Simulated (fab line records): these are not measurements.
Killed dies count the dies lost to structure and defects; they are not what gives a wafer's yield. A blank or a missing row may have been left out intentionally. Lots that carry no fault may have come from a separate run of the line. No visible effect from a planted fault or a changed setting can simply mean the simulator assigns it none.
Matching of chambers / flow nand_harc / rie_diel-05 running NHARC_P_ZERO_WELL_DESCUM_13: 4 sister chambers
The step chemistry O2, time 3 s. 4 wafers are shown with their chamber, then 7 later ones without.

WAFERS PAIRED WITH THEIR CHAMBERS
wafer=L902.3; chamber=2; drypump_motor_current_A (A)=5.9
wafer=L904.3; chamber=1; drypump_motor_current_A (A)=4.7
wafer=L908.1; chamber=3; drypump_motor_current_A (A)=5.8
wafer=L908.2; chamber=0; drypump_motor_current_A (A)=4.7

WAFERS WITHOUT THEIR CHAMBER
wafer=L908.6; drypump_motor_current_A (A)=5.8
wafer=L913.2; drypump_motor_current_A (A)=4.6
wafer=L913.5; drypump_motor_current_A (A)=5.8
wafer=L913.6; drypump_motor_current_A (A)=4.7
wafer=L914.1; drypump_motor_current_A (A)=5.9
wafer=L914.3; drypump_motor_current_A (A)=4.7
wafer=L914.6; drypump_motor_current_A (A)=4.6

WHICH CHAMBER EACH ONE RAN IN
wafer=L908.6; from the rows above=can't be placed: 3 or 2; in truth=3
wafer=L913.2; from the rows above=can't be placed: 0 or 1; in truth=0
wafer=L913.5; from the rows above=can't be placed: 3 or 2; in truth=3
wafer=L913.6; from the rows above=can't be placed: 0 or 1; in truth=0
wafer=L914.1; from the rows above=can't be placed: 2 or 3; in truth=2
wafer=L914.3; from the rows above=can't be placed: 0 or 1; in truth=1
wafer=L914.6; from the rows above=can't be placed: 0 or 1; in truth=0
0 of 7 placed correctly. These rows do not allow placing 7 (true chamber among the candidates in 7). 0 placed wrongly.
How it was worked out, from the rows above alone: a wafer's distance from a chamber is the root of the sum, over the readings, of the square of ((its reading less the chamber's mean) divided by the reading's scatter). If the next closest chamber is less than 2 further off than the closest, the wafer can't be placed; otherwise it belongs to the closest. Each chamber's mean is taken over the wafers shown for it. The scatter: root of mean squared gap, hidden wafer to nearest shown wafer, with one shown wafer a chamber.
